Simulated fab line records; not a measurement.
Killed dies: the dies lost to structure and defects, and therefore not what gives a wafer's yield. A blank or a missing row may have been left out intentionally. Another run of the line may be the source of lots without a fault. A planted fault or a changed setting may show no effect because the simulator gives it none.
fab line records	flow n5_finfet	part 1 of 2: steps 1 to 4 of 6
[record] lots = 22	wafers = 66	last_day = 18
route steps=1938 shown BEOL_M0_SAQP@656 BEOL_M0@715
lots untouched by any fault: they come from a run of this same line in which no faults occurred
start_h: hours from the record's first day to the start of the lot's first wafer shown	wait_h: time in hours since the lot's previous step	" repeats the value in the row above	L1.1+2: a row that stands for several wafers	- no value, or no start was given	* or withheld: withheld	< > ~ a bound
route shown NAME@n: NAME is a module with steps in the file, n the number in the route of the first one	usual: the fault-free wafers' mean and standard deviation	same: alike in all rows	chamber/n: place in a boat	sites: the reading at each site	_std_site: the values' standard deviation	_edge_site: mean of outer sites minus mean of inner sites	radius_mm: how far each site lies from the wafer's centre	mask NAME#n: copy n	behind: the tool/chamber that last shaped the wafer	hold: reason for holding the lot/hours on hold/outcome of the hold	device: names the non-switching transistor (n, p or np)	end of line: at the end of the route, the tests of the same wafers	step lacking rows: just its recipe	killed: dies that structure and defects cost at the first sort, which is not the same as the wafer's yield	map: a wafer's dies, marking killed ones x, the rest . and places with no die _
set.NAME: the setting that was run; set.NAME@STEP: the one run at that earlier step	model.NAME: the simulator's own value behind a step, which no gauge read
a sample of lots followed through the steps of the route, with each step as a table and each wafer as a row
services: a tool's chamber out of use, with start hour (start_h, from the record's first day; less than 0 if before it), hours out, and reason
[[steps]]
[step N5_BEOL_M0_SAQP_HM_OPEN_112]
[recipe] chemistry = CHF3/O2	target = SiO2	stop_on = a-Si	target_depth_a = 120	over_etch_frac = 1.25	mask_material = SOC	time_s = 13.5	pressure_mtorr = 30	source_w = 650	bias_w = 170	Ar_flow_sccm = 200	CHF3_flow_sccm = 50	O2_flow_sccm = 5	ion_energy_ev = 200	ends = end_point
[usual] drypump_motor_current_A = 5.6/0.44	oes_product_au = 0.52/0.055	rf_vpp_V = 525/5.5	showerhead_plenum_p_Torr = 2.44/0.086	throttle_valve_pct = 18.86/0.24
[same] over_etch_frac = 1.25
lot.wafer	tool	chamber	start_h	wait_h	drypump_motor_current_A	oes_product_au	rf_hours_counter_h	rf_vpp_V	showerhead_plenum_p_Torr	throttle_valve_pct
L074.1	rie_diel-03	2	109.19	0.0	5.4	0.56	63	521	2.54	19.03
L074.2	"	3	"	"	4.8	0.58	29	523	2.36	18.95
L074.6	"	3	"	"	4.7	0.58	-	524	2.36	18.96
L075.1	rie_diel-03	3	113.39	0.0	4.7	0.57	30	524	2.36	18.97
L075.4	"	0	"	"	5.2	0.46	215	516	2.29	19.10
L075.5	"	3	"	"	4.7	0.58	-	525	2.36	18.96
L076.1	rie_diel-04	2	117.35	0.0	5.8	0.46	208	523	2.49	19.07
L076.2	"	0	"	"	5.8	0.45	224	535	2.48	19.04
L076.4	"	2	"	"	5.7	0.47	-	524	2.49	19.07
L078.3	rie_diel-04	0	130.13	0.0	5.8	0.44	229	535	2.48	19.03
L078.5	"	2	"	"	5.8	0.46	-	522	2.49	19.08
L078.6	"	0	"	"	5.8	0.45	-	536	2.48	19.04
L079.2	rie_diel-04	1	134.56	0.0	5.7	0.56	57	528	2.35	18.45
L079.4	"	3	"	"	6.5	0.47	201	519	2.30	18.93
L079.5	"	0	"	"	5.8	0.45	-	534	2.48	19.04
L080.3	rie_diel-01	0	152.66	0.0	5.1	0.57	37	526	2.55	18.76
L080.5	"	2	"	"	5.5	0.45	-	523	2.39	19.04
L080.6	"	3	"	"	5.4	0.57	-	530	2.45	18.71
L081.1	rie_diel-04	0	153.27	0.0	5.8	0.44	235	536	2.48	19.05
L081.3	"	1	"	"	5.7	0.55	62	529	2.34	18.47
L081.5	"	2	"	"	5.8	0.45	-	522	2.48	19.08
L082.1	rie_diel-01	3	158.60	0.0	5.4	0.57	38	531	2.45	18.74
L082.4	"	2	"	"	5.5	0.45	240	522	2.39	19.03
L082.5	"	0	"	"	5.1	0.57	-	526	2.55	18.76
L084.2	rie_diel-01	3	164.60	0.0	5.4	0.57	40	532	2.45	18.74
L084.3	"	0	"	"	5.1	0.57	41	526	2.55	18.77
L084.6	"	0	"	"	5.1	0.58	-	526	2.55	18.77
L083.2	rie_diel-04	2	165.65	0.0	5.8	0.46	222	523	2.48	19.08
L083.5	"	3	"	"	6.5	0.47	-	519	2.30	18.93
L083.6	"	0	"	"	5.8	0.45	-	536	2.48	19.06
L085.1	rie_diel-04	1	175.44	0.0	5.7	0.55	68	527	2.34	18.46
L085.5	"	2	"	"	5.8	0.46	-	522	2.48	19.09
L085.6	"	3	"	"	6.5	0.47	-	518	2.30	18.96
L086.1	rie_diel-04	2	179.25	0.0	5.7	0.46	226	523	2.48	19.12
L086.2	"	3	"	"	6.5	0.46	214	519	2.30	18.96
L086.3	"	1	"	"	5.7	0.54	69	529	2.34	18.48
L088.2	rie_diel-01	0	199.89	0.0	5.0	0.55	51	527	2.55	18.78
L088.3	"	3	"	"	5.4	0.56	50	530	2.45	18.75
L088.5	"	2	"	"	5.6	0.46	-	523	2.38	19.04
L089.1	rie_diel-04	0	201.18	0.0	5.8	0.44	250	536	2.47	19.09
L089.2	"	1	"	"	5.7	0.54	79	529	2.34	18.49
L089.5	"	2	"	"	5.8	0.45	-	522	2.48	19.10
L090.3	rie_diel-04	0	205.47	0.0	5.8	0.44	252	534	2.47	19.08
L090.5	"	0	"	"	5.8	0.44	-	536	2.47	19.09
L090.6	"	1	"	"	5.7	0.54	-	529	2.34	18.48
L091.2	rie_diel-01	1	206.99	0.0	6.0	0.56	38	531	2.55	18.34
L091.4	"	0	"	"	5.1	0.57	-	526	2.55	18.78
L091.5	"	1	"	"	6.0	0.56	-	531	2.55	18.34
L092.2	rie_diel-03	2	213.12	0.0	5.4	0.54	92	520	2.53	19.09
L092.3	"	1	"	"	5.9	0.57	52	522	2.45	18.75
L092.5	"	2	"	"	5.4	0.53	-	519	2.53	19.09
L093.1	rie_diel-01	1	224.86	0.0	5.9	0.55	46	530	2.54	18.38
L093.3	"	0	"	"	5.1	0.56	61	526	2.54	18.80
L093.6	"	3	"	"	5.4	0.55	-	531	2.44	18.77
L094.2	rie_diel-01	0	230.96	0.0	5.1	0.56	64	527	2.54	18.80
L094.3	"	3	"	"	5.4	0.54	63	529	2.44	18.77
L094.5	"	2	"	"	5.6	0.64	-	523	2.38	18.64
L095.3	rie_diel-03	3	237.16	0.0	4.8	0.52	74	524	2.34	19.03
L095.4	"	1	"	"	6.0	0.55	-	521	2.44	18.77
L095.5	"	2	"	"	5.4	0.53	-	519	2.52	19.13
L096.3	rie_diel-03	0	255.38	0.0	5.2	0.59	5	524	2.57	18.75
L096.4	"	3	"	"	4.8	0.54	80	524	2.34	19.05
L096.5	"	2	"	"	5.4	0.52	-	518	2.52	19.13
L097.1	rie_diel-03	2	257.67	0.0	5.4	0.53	110	519	2.52	19.13
L097.2	"	0	"	"	5.2	0.60	6	524	2.57	18.76
L097.3	"	3	"	"	4.7	0.52	81	524	2.34	19.03
[step N5_BEOL_M0_SAQP_STRIP_86]
[recipe] chemistry = N2/H2	power_w = 500	temp_c = 40	pressure_mtorr = 50	rf_frequency_hz = 6e+07	overash_fraction = 0.3	bias_power_w = 28	h2_frac = 0.5	n2_flow_sccm = 300	h2_flow_sccm = 300
[usual] bias_power_w = 27.99/0.095	drypump_motor_current_A = 5.5/0.45	h2_flow_sccm = 300.1/0.96	n2_flow_sccm = 300.1/0.93	oes_product_au = 0.81/0.078	rf_vpp_V = 122.1/1.4	showerhead_plenum_p_Torr = 3.39/0.12	temp_c = 40.01/0.13	throttle_valve_pct = 18.92/0.21
lot.wafer	tool	chamber	start_h	wait_h	bias_power_w	drypump_motor_current_A	h2_flow_sccm	n2_flow_sccm	oes_product_au	rf_hours_counter_h	rf_vpp_V	showerhead_plenum_p_Torr	temp_c	throttle_valve_pct
L074.1	rie_diel-03	0	109.37	0.1	27.95	5.2	300.7	299.9	0.71	214	120.8	3.20	39.97	18.88
L074.2	"	1	"	"	28.04	5.9	299.6	300.0	0.91	19	122.9	3.42	40.13	18.73
L074.6	"	0	"	"	28.00	5.2	299.5	300.4	0.71	-	122.1	3.20	39.95	18.87
L075.1	rie_diel-04	3	113.57	0.1	28.07	6.5	300.2	300.1	0.72	197	121.3	3.20	39.93	18.87
L075.4	"	0	"	"	27.96	5.8	299.6	300.8	0.68	-	123.9	3.45	40.04	18.93
L075.5	"	2	"	"	28.11	5.8	300.5	300.3	0.70	-	121.2	3.45	39.97	18.95
L076.1	rie_diel-04	0	117.53	0.1	27.82	5.8	302.2	299.7	0.70	224	122.3	3.45	39.92	18.94
L076.2	"	3	"	"	27.85	6.5	301.4	299.1	0.71	198	120.6	3.20	39.94	18.90
L076.4	"	0	"	"	27.87	5.8	302.1	298.7	0.68	-	124.3	3.45	40.06	18.93
L078.3	rie_diel-03	0	130.32	0.1	28.13	5.2	300.8	299.6	0.70	219	120.3	3.20	40.17	18.88
L078.5	"	3	"	"	27.88	4.8	299.2	301.4	0.88	-	120.9	3.29	39.95	18.87
L078.6	"	2	"	"	27.97	5.4	300.1	299.4	0.84	-	123.1	3.54	40.01	19.20
L079.2	rie_diel-03	0	134.74	0.1	27.95	5.3	298.8	298.7	0.72	221	121.6	3.20	39.92	18.91
L079.4	"	1	"	"	27.92	5.9	299.4	299.7	0.90	26	121.8	3.41	40.03	18.78
L079.5	"	3	"	"	28.12	4.8	301.2	300.5	0.87	-	121.7	3.29	40.07	18.88
L080.3	rie_diel-04	3	152.84	0.1	27.91	6.5	301.1	299.0	0.71	206	120.1	3.19	40.12	18.88
L080.5	"	2	"	"	28.02	5.8	302.0	300.2	0.69	-	121.3	3.45	39.95	18.97
L080.6	"	1	"	"	27.89	5.7	301.3	299.4	0.86	-	120.3	3.28	40.05	18.80
L081.1	rie_diel-03	3	153.45	0.1	28.13	4.8	299.3	300.3	0.87	42	121.6	3.28	39.96	18.88
L081.3	"	0	"	"	28.00	5.2	300.3	300.1	0.70	227	122.0	3.19	39.85	18.91
L081.5	"	1	"	"	28.07	6.0	302.0	301.4	0.89	-	121.2	3.41	39.84	18.76
L082.1	rie_diel-03	1	158.78	0.1	27.96	5.9	299.7	299.8	0.87	34	122.6	3.41	40.15	18.77
L082.4	"	0	"	"	28.08	5.2	300.8	300.1	0.71	229	117.8	3.19	40.10	18.92
L082.5	"	2	"	"	28.07	5.4	300.8	299.7	0.85	-	122.2	3.54	40.13	19.19
L084.2	rie_diel-03	2	164.78	0.1	28.00	5.4	299.9	300.3	0.85	77	123.4	3.53	39.96	19.22
L084.3	"	3	"	"	28.02	4.7	299.8	301.2	0.87	46	121.4	3.28	40.07	18.87
L084.6	"	3	"	"	27.99	4.8	301.7	300.3	0.86	-	120.5	3.28	39.89	18.90
L083.2	rie_diel-03	3	165.94	0.2	27.86	4.8	300.5	299.6	0.87	46	120.6	3.28	40.13	18.88
L083.5	"	2	"	"	27.91	5.4	299.8	299.7	0.85	-	121.5	3.53	40.07	19.22
L083.6	"	3	"	"	28.04	4.8	301.1	297.8	0.86	-	121.5	3.28	39.98	18.89
L085.1	rie_diel-03	0	175.63	0.1	27.92	5.2	298.2	300.8	0.71	234	123.2	3.19	39.97	18.92
L085.5	"	1	"	"	28.19	6.0	299.3	299.1	0.88	-	121.1	3.40	40.26	18.78
L085.6	"	0	"	"	27.80	5.2	299.3	302.3	0.70	-	121.5	3.19	39.89	18.91
L086.1	rie_diel-04	3	179.43	0.1	28.10	6.4	300.2	298.9	0.70	214	121.3	3.19	39.82	18.87
L086.2	"	2	"	"	27.96	5.8	300.0	299.9	0.69	226	123.3	3.44	40.08	18.99
L086.3	"	0	"	"	27.93	5.8	301.1	300.0	0.67	243	121.2	3.44	40.05	18.95
L088.2	rie_diel-04	2	200.13	0.1	28.08	5.8	299.2	300.2	0.68	235	123.3	3.44	40.00	18.97
L088.3	"	1	"	"	27.93	5.7	301.7	299.4	0.83	78	121.2	3.27	39.98	18.81
L088.5	"	2	"	"	27.96	5.8	300.1	300.3	0.68	-	123.6	3.44	39.99	18.98
L089.1	rie_diel-01	3	201.46	0.2	27.98	5.4	300.2	300.1	0.87	51	122.6	3.41	40.07	18.66
L089.2	"	1	"	"	27.80	6.0	298.3	300.6	0.86	36	122.5	3.55	39.95	18.36
L089.5	"	3	"	"	28.07	5.4	297.5	301.0	0.87	-	122.2	3.41	39.96	18.70
L090.3	rie_diel-04	1	205.79	0.2	27.92	5.7	299.5	300.0	0.83	81	125.2	3.27	39.75	18.84
L090.5	"	1	"	"	27.83	5.7	299.3	300.8	0.82	-	121.0	3.27	39.83	18.83
L090.6	"	0	"	"	28.17	5.8	298.5	301.3	0.68	-	122.2	3.44	40.28	18.97
L091.2	rie_diel-01	3	207.17	0.1	28.08	5.4	300.3	299.0	0.87	54	123.2	3.41	40.30	18.68
L091.4	"	0	"	"	28.11	5.1	301.5	298.9	0.86	-	124.4	3.55	39.94	19.35
L091.5	"	1	"	"	28.07	6.0	299.1	301.5	0.87	-	125.8	3.55	40.00	18.39
L092.2	rie_diel-03	2	213.30	0.1	28.13	5.4	301.4	299.8	0.82	92	123.9	3.52	40.06	19.21
L092.3	"	1	"	"	27.94	6.0	300.1	299.9	0.86	52	122.9	3.40	40.07	18.81
L092.5	"	0	"	"	27.91	5.2	299.2	301.2	0.69	-	122.0	3.18	40.09	18.94
L093.1	rie_diel-03	2	225.04	0.1	28.05	5.4	301.4	302.4	0.81	96	123.8	3.52	39.80	19.25
L093.3	"	3	"	"	27.77	4.8	300.3	300.2	0.84	66	123.7	3.27	40.12	18.92
L093.6	"	2	"	"	28.10	5.4	300.9	301.3	0.80	-	122.3	3.52	39.79	19.25
L094.2	rie_diel-03	1	231.14	0.1	27.85	5.9	300.2	300.2	0.83	59	120.9	3.39	40.20	18.81
L094.3	"	2	"	"	27.97	5.4	298.9	301.2	0.80	100	121.2	3.52	39.69	19.24
L094.5	"	2	"	"	27.89	5.4	299.4	300.9	0.81	-	123.5	3.52	39.78	19.23
L095.3	rie_diel-03	1	237.35	0.1	28.10	6.0	299.5	299.2	0.84	63	123.8	3.39	40.16	18.84
L095.4	"	1	"	"	28.05	5.9	300.2	298.6	0.83	-	121.3	3.39	40.07	18.85
L095.5	"	3	"	"	27.92	4.8	300.8	299.4	0.82	-	120.6	3.27	39.79	18.93
L096.3	rie_diel-03	2	255.58	0.1	27.99	5.4	300.4	299.8	0.80	110	124.5	3.52	39.82	19.28
L096.4	"	1	"	"	28.04	5.9	300.9	302.0	0.83	69	120.7	3.39	40.22	18.82
L096.5	"	0	"	"	27.91	5.3	298.8	299.6	0.94	-	122.7	3.58	39.82	18.55
L097.1	rie_diel-03	1	257.85	0.1	28.05	5.9	299.7	299.7	0.82	69	122.6	3.39	40.01	18.84
L097.2	"	3	"	"	27.90	4.8	299.4	299.3	0.83	81	123.1	3.26	40.29	18.94
L097.3	"	0	"	"	27.85	5.3	299.7	299.6	0.94	6	125.1	3.58	39.92	18.54
[step N5_BEOL_M0_SAQP_RECESS_114]
[recipe] chemistry = HF/NH3	target = SiO2	target_depth_a = 144	afs_cycles = 3	temp_c = 30	sublimation_temp_c = 180	sublimation_time_s = 60
[usual] drypump_motor_current_A = 6.1/0.58	temp_c = 29.99/0.11
lot.wafer	tool	chamber	start_h	wait_h	drypump_motor_current_A	temp_c
L074.1	vapor_etch-02	1	109.51	0.0	6.1	30.12
L074.2	"	0	"	"	5.1	29.94
L074.6	"	1	"	"	6.1	30.04
L075.1	vapor_etch-01	1	113.70	0.0	6.8	29.92
L075.4	"	1	"	"	6.8	30.02
L075.5	"	1	"	"	6.8	30.01
L076.1	vapor_etch-01	0	117.67	0.0	6.3	30.01
L076.2	"	1	"	"	6.8	29.97
L076.4	"	0	"	"	6.3	30.03
L078.3	vapor_etch-01	1	130.82	0.4	6.8	30.10
L078.5	"	0	"	"	6.3	30.02
L078.6	"	1	"	"	6.8	30.09
L079.2	vapor_etch-01	0	134.87	0.0	6.3	30.02
L079.4	"	0	"	"	6.3	30.00
L079.5	"	0	"	"	6.3	29.94
L080.3	vapor_etch-01	0	153.09	0.1	6.3	30.07
L080.5	"	1	"	"	6.8	30.07
L080.6	"	0	"	"	6.3	29.94
L081.1	vapor_etch-02	0	153.59	0.0	5.1	30.09
L081.3	"	1	"	"	6.1	30.07
L081.5	"	1	"	"	6.1	29.94
L082.1	vapor_etch-02	1	158.91	0.0	6.1	29.90
L082.4	"	0	"	"	5.1	29.90
L082.5	"	0	"	"	5.1	29.91
L084.2	vapor_etch-01	0	164.91	0.0	6.3	29.96
L084.3	"	1	"	"	6.8	30.04
L084.6	"	0	"	"	6.3	29.87
L083.2	vapor_etch-02	0	166.07	0.0	5.1	29.93
L083.5	"	0	"	"	5.1	30.06
L083.6	"	1	"	"	6.1	30.05
L085.1	vapor_etch-02	1	175.92	0.2	6.1	29.80
L085.5	"	1	"	"	6.1	29.99
L085.6	"	0	"	"	5.1	30.06
L086.1	vapor_etch-02	1	179.56	0.0	6.1	29.99
L086.2	"	0	"	"	5.1	30.19
L086.3	"	1	"	"	6.1	29.89
L088.2	vapor_etch-01	0	200.26	0.0	6.3	30.04
L088.3	"	0	"	"	6.3	30.10
L088.5	"	1	"	"	6.8	30.04
L089.1	vapor_etch-01	0	201.59	0.0	6.3	29.92
L089.2	"	1	"	"	6.8	30.27
L089.5	"	1	"	"	6.8	30.10
L090.3	vapor_etch-02	1	206.05	0.1	6.1	30.12
L090.5	"	1	"	"	6.1	30.14
L090.6	"	0	"	"	5.1	29.88
L091.2	vapor_etch-02	0	207.30	0.0	5.1	30.03
L091.4	"	0	"	"	5.1	29.91
L091.5	"	0	"	"	5.1	29.94
L092.2	vapor_etch-02	1	213.44	0.0	6.1	29.96
L092.3	"	1	"	"	6.1	29.92
L092.5	"	1	"	"	6.1	29.87
L093.1	vapor_etch-01	0	225.18	0.0	6.3	30.09
L093.3	"	1	"	"	6.8	30.00
L093.6	"	0	"	"	6.3	30.02
L094.2	vapor_etch-01	1	231.27	0.0	6.8	29.97
L094.3	"	0	"	"	6.3	30.21
L094.5	"	0	"	"	6.3	30.13
L095.3	vapor_etch-01	1	237.64	0.1	6.8	30.05
L095.4	"	0	"	"	6.3	30.08
L095.5	"	0	"	"	6.3	29.96
L096.3	vapor_etch-01	0	255.83	0.1	6.3	30.08
L096.4	"	1	"	"	6.8	30.06
L096.5	"	0	"	"	6.3	29.90
L097.1	vapor_etch-02	0	257.98	0.0	5.1	29.78
L097.2	"	1	"	"	6.1	29.93
L097.3	"	0	"	"	5.1	29.97
[step N5_BEOL_M0_SAQP_RECESS_109]
[recipe] chemistry = HF/NH3	target = SiO2	target_depth_a = 30	afs_cycles = 1	temp_c = 30	sublimation_temp_c = 180	sublimation_time_s = 60
[usual] drypump_motor_current_A = 6.1/0.6	temp_c = 29.99/0.12
lot.wafer	tool	chamber	start_h	wait_h	drypump_motor_current_A	temp_c
L074.1	vapor_etch-02	0	111.68	0.0	5.1	30.07
L074.2	"	1	"	"	6.1	30.09
L074.6	"	1	"	"	6.1	30.00
L075.1	vapor_etch-01	0	115.87	0.0	6.3	29.83
L075.4	"	0	"	"	6.3	30.02
L075.5	"	0	"	"	6.3	29.92
L076.1	vapor_etch-01	1	119.97	0.0	6.8	29.91
L076.2	"	0	"	"	6.3	29.97
L076.4	"	1	"	"	6.8	30.04
L078.3	vapor_etch-02	0	132.76	0.1	5.1	29.97
L078.5	"	0	"	"	5.1	30.06
L078.6	"	1	"	"	6.1	29.97
L079.2	vapor_etch-01	0	136.94	0.0	6.3	29.97
L079.4	"	1	"	"	6.8	29.97
L079.5	"	0	"	"	6.3	29.99
L080.3	vapor_etch-02	1	156.07	0.1	6.1	30.00
L080.5	"	1	"	"	6.1	29.93
L080.6	"	0	"	"	5.1	30.14
L081.1	vapor_etch-02	1	156.19	0.0	6.1	30.02
L081.3	"	1	"	"	6.1	29.99
L081.5	"	1	"	"	6.1	30.07
L082.1	vapor_etch-01	1	161.91	0.2	6.8	29.74
L082.4	"	1	"	"	6.8	29.88
L082.5	"	0	"	"	6.3	30.27
L084.2	vapor_etch-01	1	167.25	0.2	6.8	30.03
L084.3	"	1	"	"	6.8	30.06
L084.6	"	1	"	"	6.8	29.92
L083.2	vapor_etch-01	1	168.23	0.0	6.8	30.23
L083.5	"	0	"	"	6.3	30.11
L083.6	"	1	"	"	6.8	30.09
L085.1	vapor_etch-02	1	177.90	0.0	6.1	30.01
L085.5	"	0	"	"	5.1	29.77
L085.6	"	1	"	"	6.1	29.81
L086.1	vapor_etch-02	1	181.56	0.0	6.1	30.03
L086.2	"	0	"	"	5.1	29.89
L086.3	"	0	"	"	5.1	30.23
L088.2	vapor_etch-01	1	202.30	0.0	6.8	30.21
L088.3	"	0	"	"	6.3	30.27
L088.5	"	0	"	"	6.3	30.34
L089.1	vapor_etch-01	1	203.51	0.0	6.8	29.93
L089.2	"	0	"	"	6.3	30.05
L089.5	"	1	"	"	6.8	29.96
L090.3	vapor_etch-02	1	207.91	0.1	6.1	29.91
L090.5	"	1	"	"	6.1	29.77
L090.6	"	0	"	"	5.1	29.91
L091.2	vapor_etch-02	1	209.29	0.0	6.1	29.90
L091.4	"	1	"	"	6.1	30.01
L091.5	"	0	"	"	5.1	30.00
L092.2	vapor_etch-01	0	215.53	0.0	6.3	30.04
L092.3	"	1	"	"	6.8	29.97
L092.5	"	0	"	"	6.3	29.99
L093.1	vapor_etch-01	0	227.77	0.0	6.3	29.94
L093.3	"	1	"	"	6.8	29.98
L093.6	"	0	"	"	6.3	30.04
L094.2	vapor_etch-01	1	233.25	0.0	6.8	29.97
L094.3	"	0	"	"	6.3	29.95
L094.5	"	0	"	"	6.3	30.00
L095.3	vapor_etch-01	0	240.35	0.1	6.3	29.92
L095.4	"	1	"	"	6.8	29.95
L095.5	"	0	"	"	6.3	29.85
L096.3	vapor_etch-02	1	257.79	0.1	6.1	30.21
L096.4	"	0	"	"	5.1	29.82
L096.5	"	1	"	"	6.1	30.05
L097.1	vapor_etch-02	1	259.91	0.0	6.1	30.01
L097.2	"	0	"	"	5.1	29.94
L097.3	"	1	"	"	6.1	29.95
